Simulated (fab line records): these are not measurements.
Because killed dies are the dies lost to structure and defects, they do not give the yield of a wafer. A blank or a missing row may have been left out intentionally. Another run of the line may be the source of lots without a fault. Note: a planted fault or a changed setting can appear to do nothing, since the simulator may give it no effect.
The tool behind it: which one? -- flow n5_finfet -- 8 lots with 24 wafers sampled at 6 steps, on a route of 1938 steps

== WHAT THE GAUGES SHOWED, per wafer ==
N5_BEOL_M4_RC_MEAS_101. Usual: DIBL_N 36.0 mV/V, standard deviation 1.6; DIBL_P 35.8 mV/V, standard deviation 2; IOFF_N 0.152 nA/um, standard deviation 0.03; IOFF_P 0.20 nA/um, standard deviation 0.031; ION_N 670 uA/um, standard deviation 12; ION_P 459 uA/um, standard deviation 7.4; SS_N 71.5 mV/dec, standard deviation 0.56; SS_P 73.2 mV/dec, standard deviation 0.64; VT_N 251 mV, standard deviation 3.5; VT_P -252 mV, standard deviation 3.3.
lot,measured,on,DIBL_N (mV/V),DIBL_P (mV/V),IOFF_N (nA/um),IOFF_P (nA/um),ION_N (uA/um),ION_P (uA/um),SS_N (mV/dec),SS_P (mV/dec),VT_N (mV),VT_P (mV),flag
L249,day 11 05:56,prober-01,34.2 35.1 36.6,33.1 34.1 36.1,0.111 0.124 0.150,0.15 0.15 0.18,654 647 663,447 441 451,71.0 71.6 72.1,71.8 72.7 73.1,257 255 251,-257 -255 -256,
L255,day 12 21:17,prober-01,34.8 37.0 37.5,36.5 39.1 39.4,0.157 0.203 0.224,0.21 0.26 0.26,672 695 686,461 470 466,71.3 71.8 72.0,72.7 73.6 73.6,249 245 243,-250 -246 -248,
L258,day 13 03:50,prober-02,36.2 37.3 34.6,34.5 34.6 32.2,0.148 0.146 0.120,0.18 0.17 0.16,684 674 660,464 447 449,71.2 71.6 70.6,72.7 72.7 72.4,248 254 253,-255 -255 -256,
L259,day 13 06:11,prober-02,35.6 35.3 36.1,35.8 35.7 35.7,0.151 0.146 0.150,0.20 0.20 0.20,687 674 673,469 461 459,71.3 70.9 71.2,73.7 73.4 72.6,250 248 249,-250 -251 -249,
L261,day 14 16:58,prober-02,35.5 36.1 35.4,33.7 34.1 33.8,0.136 0.144 0.135,0.21 0.21 0.20,674 661 664,473 459 459,70.9 71.4 71.3,72.8 73.5 73.4,254 251 251,-250 -246 -247,
L262,day 14 03:56,prober-02,35.4 35.7 38.8,35.1 37.0 40.0,0.126 0.139 0.190,0.16 0.18 0.23,651 671 671,441 461 449,71.2 71.3 72.2,72.9 73.1 74.8,253 253 247,-254 -252 -251,

== WHICH TOOL RAN EACH LOT (tool, then ch and the chambers of the sampled wafers, then the start) ==
lot,N5_MOL_CONTACT_COAG_DESCUM_13,N5_MOL_CONTACT_COAG_STRIP_98,N5_MOL_CONTACT_COAG_TI_SIL_19,N5_MOL_CONTACT_COAG_ALD_27,N5_MOL_CONTACT_COAG_ETCH_48
L249,"rie_diel-02 ch 1,2,3, day 6 19:10","rie_diel-02 ch 1,2,3, day 6 19:30","pvd_sputter-01, day 6 20:01","ald_sin-02 ch 0,1,2, day 7 05:16","rie_diel-06 ch 0,2,3, day 7 10:32"
L252,"rie_diel-02 ch 2,3, day 7 11:04","rie_diel-02 ch 2,3, day 7 11:24","pvd_sputter-01, day 7 12:05","ald_sin-04 ch 0,2,3, day 7 17:47","rie_diel-06 ch 1,2,3, day 7 23:13"
L254,"rie_diel-05 ch 0,1, day 7 22:03","rie_diel-05 ch 0,1, day 7 22:22","pvd_sputter-03, day 7 23:04","ald_sin-04 ch 0,3, day 8 03:23","rie_diel-05 ch 0,1,3, day 8 08:14"
L255,"rie_diel-06 ch 0,3, day 8 05:10","rie_diel-06 ch 0,3, day 8 05:29","pvd_sputter-02, day 8 06:02","ald_sin-01 ch 1,3, day 8 16:55","rie_diel-06 ch 0,3, day 9 00:21"
L258,"rie_diel-05 ch 0,1, day 8 23:08","rie_diel-05 ch 0,1, day 8 23:28","pvd_sputter-03, day 9 01:14","ald_sin-02 ch 0,3, day 9 06:19","rie_diel-02 ch 0,3, day 9 11:26"
L259,"rie_diel-02 ch 1,2,3, day 9 04:34","rie_diel-02 ch 1,2,3, day 9 04:53","pvd_sputter-02, day 9 05:27","ald_sin-04 ch 0,1,3, day 9 11:58","rie_diel-06 ch 0,2,3, day 9 16:37"
L261,"rie_diel-02 ch 0,1,2, day 9 13:19","rie_diel-02 ch 0,1,2, day 9 13:39","pvd_sputter-03, day 9 14:22","ald_sin-04 ch 0,1,2, day 9 20:05","rie_diel-02 ch 1,3, day 10 00:46"
L262,"rie_diel-02 ch 0,1,3, day 9 19:38","rie_diel-02 ch 0,1,3, day 9 19:57","pvd_sputter-01, day 9 21:01","ald_sin-02 ch 0,3, day 10 01:55","rie_diel-02 ch 1,2,3, day 10 07:22"
- N5_MOL_CONTACT_COAG_DESCUM_13: chemistry O2, time 7 s.
- N5_MOL_CONTACT_COAG_STRIP_98: strips in N2/H2.
- N5_MOL_CONTACT_COAG_TI_SIL_19: material Ti, target thk 4.2 nm, time 15 s.
- N5_MOL_CONTACT_COAG_ALD_27: deposits SiOC, target thk 17 nm, pulse time 1.5 s, time 2720 s.
- N5_MOL_CONTACT_COAG_ETCH_48: etches SiOC in C4F6/O2, target depth 15 nm, overetch 4.5 nm, time 17 s.

== AS READ BY THE TOOLS THEMSELVES (means over the sampled wafers that have a number; for cases with no such wafer, the mark the record gives instead) ==
N5_MOL_CONTACT_COAG_DESCUM_13. Usual: chamber_pressure_mTorr 19.999 mTorr, standard deviation 0.016; drypump_motor_current_A 5.6 A, standard deviation 0.48; oes_product_au 0.79 a.u., standard deviation 0.1; rf_vpp_V 243.6 V, standard deviation 1.3; showerhead_plenum_p_Torr 2.12 Torr, standard deviation 0.053; throttle_valve_pct 20.47 %, standard deviation 0.22.
lot,tool,chamber_pressure_mTorr (mTorr),drypump_motor_current_A (A),oes_product_au (a.u.),rf_vpp_V (V),showerhead_plenum_p_Torr (Torr),throttle_valve_pct (%),flag
L249,rie_diel-02,20.002,5.7,0.86,244.4,2.15,20.36,
L252,rie_diel-02,19.995,6.0,0.92,244.6,2.16,20.33,
L254,rie_diel-05,19.989,5.7,0.73,242.6,2.09,20.67,
L255,rie_diel-06,19.998,5.8,0.85,243.3,2.12,20.46,
L258,rie_diel-05,19.997,6.0,0.72,242.7,2.10,20.74,
L259,rie_diel-02,20.007,5.7,0.83,243.6,2.14,20.39,
L261,rie_diel-02,19.993,5.3,0.74,243.3,2.12,20.57,
L262,rie_diel-02,20.008,5.5,0.76,244.6,2.15,20.55,

N5_MOL_CONTACT_COAG_STRIP_98. Usual: chamber_pressure_mTorr 49.99 mTorr, standard deviation 0.082; drypump_motor_current_A 5.7 A, standard deviation 0.48; oes_product_au 0.79 a.u., standard deviation 0.1; rf_vpp_V 54.1 V, standard deviation 1.6; showerhead_plenum_p_Torr 3.39 Torr, standard deviation 0.083; throttle_valve_pct 18.9 %, standard deviation 0.32.
lot,tool,chamber_pressure_mTorr (mTorr),drypump_motor_current_A (A),oes_product_au (a.u.),rf_vpp_V (V),showerhead_plenum_p_Torr (Torr),throttle_valve_pct (%),flag
L249,rie_diel-02,50.00,5.7,0.86,55.6,3.42,18.7,
L252,rie_diel-02,50.04,6.0,0.92,52.1,3.46,18.7,
L254,rie_diel-05,49.97,5.7,0.74,52.9,3.35,19.0,
L255,rie_diel-06,50.00,5.8,0.84,54.4,3.37,19.1,
L258,rie_diel-05,50.05,5.9,0.72,53.5,3.34,19.1,
L259,rie_diel-02,49.93,5.7,0.82,53.6,3.41,18.7,
L261,rie_diel-02,49.90,5.3,0.73,53.2,3.38,19.0,
L262,rie_diel-02,49.91,5.5,0.77,53.7,3.42,18.8,

N5_MOL_CONTACT_COAG_TI_SIL_19. Usual: throttle_valve_pct 30.1 %, standard deviation 0.92.
lot,tool,throttle_valve_pct (%),flag
L249,pvd_sputter-01,31.0,
L252,pvd_sputter-01,29.5,
L254,pvd_sputter-03,29.7,
L255,pvd_sputter-02,30.4,
L258,pvd_sputter-03,30.2,
L259,pvd_sputter-02,30.2,
L261,pvd_sputter-03,29.0,
L262,pvd_sputter-01,29.5,

N5_MOL_CONTACT_COAG_ALD_27. Usual: chamber_pressure_Torr 2.000 Torr, standard deviation 0.0042; heater_power_w 853 W, standard deviation 66; precursor_pulse_height_rel 0.999, standard deviation 0.019.
lot,tool,chamber_pressure_Torr (Torr),heater_power_w (W),precursor_pulse_height_rel,flag
L249,ald_sin-02,2.001,916,1.004,
L252,ald_sin-04,-,-,-,OFF
L254,ald_sin-04,-,-,-,OFF
L255,ald_sin-01,2.002,834,1.009,
L258,ald_sin-02,2.001,853,1.000,
L259,ald_sin-04,2.002,838,1.012,
L261,ald_sin-04,2.002,840,1.003,
L262,ald_sin-02,2.001,910,1.007,

N5_MOL_CONTACT_COAG_ETCH_48. Usual: bias_w 464.9 W, standard deviation 1.2; chamber_pressure_mTorr 9.999 mTorr, standard deviation 0.0079; drypump_motor_current_A 5.8 A, standard deviation 0.42; mfc_ar_sccm 300.0 sccm, standard deviation 0.96; oes_ar_750_au 0.79 a.u., standard deviation 0.087; oes_f_703_au 0.79 a.u., standard deviation 0.091; oes_o_777_au 0.79 a.u., standard deviation 0.091; oes_product_au 0.67 a.u., standard deviation 0.078; rf_vpp_V 1585 V, standard deviation 29; showerhead_plenum_p_Torr 2.87 Torr, standard deviation 0.05; throttle_valve_pct 40.5 %, standard deviation 0.39.
lot,tool,bias_w (W),chamber_pressure_mTorr (mTorr),drypump_motor_current_A (A),mfc_ar_sccm (sccm),oes_ar_750_au (a.u.),oes_f_703_au (a.u.),oes_o_777_au (a.u.),oes_product_au (a.u.),rf_vpp_V (V),showerhead_plenum_p_Torr (Torr),throttle_valve_pct (%),flag
L249,rie_diel-06,464.7,10.000,6.0,299.6,0.78,0.78,0.78,0.64,1598,2.84,40.5,
L252,rie_diel-06,464.9,9.996,6.0,299.7,0.77,0.77,0.76,0.29,1588,2.84,40.1,OFF
L254,rie_diel-05,464.7,9.998,5.6,300.2,0.78,0.79,0.79,0.29,1574,2.84,40.6,OFF
L255,rie_diel-06,464.0,10.001,5.8,300.8,0.79,0.80,0.80,0.65,1568,2.84,40.6,
L258,rie_diel-02,465.9,9.990,5.9,300.2,0.83,0.84,0.85,0.68,1586,2.96,40.2,
L259,rie_diel-06,465.9,9.994,6.0,299.3,0.77,0.77,0.76,0.61,1597,2.83,40.5,
L261,rie_diel-02,465.3,10.007,5.9,300.2,0.83,0.82,0.82,0.70,1588,2.92,40.1,
L262,rie_diel-02,463.5,10.003,5.7,299.7,0.80,0.81,0.80,0.66,1572,2.89,40.3,

== THE ANSWER, worked out from the rows above alone ==
Rule: a lot counts as off when the mean over its wafers that have a number is more than 3 standard deviations away from the usual mean. Also off: a lot with no number at a reading for which 4 or more lots have one. The other lots that the step has rows for count as sound. First the gauges in route order, then the tools' own readings, where a lot's mean is used as printed above. The first step at which some lot is off is used, and at that step the reading that is off furthest; a lot without a number counts as furthest.
Off, at N5_MOL_CONTACT_COAG_ALD_27 on chamber_pressure_Torr: L252, L254. Without a number there: L252, L254.
A tool fits if, at that step or a process step before it, it ran every lot that is off, and no sound lot after the first of them. Of those tried, none fits.

== WHAT THE SIMULATOR PUT IN ==
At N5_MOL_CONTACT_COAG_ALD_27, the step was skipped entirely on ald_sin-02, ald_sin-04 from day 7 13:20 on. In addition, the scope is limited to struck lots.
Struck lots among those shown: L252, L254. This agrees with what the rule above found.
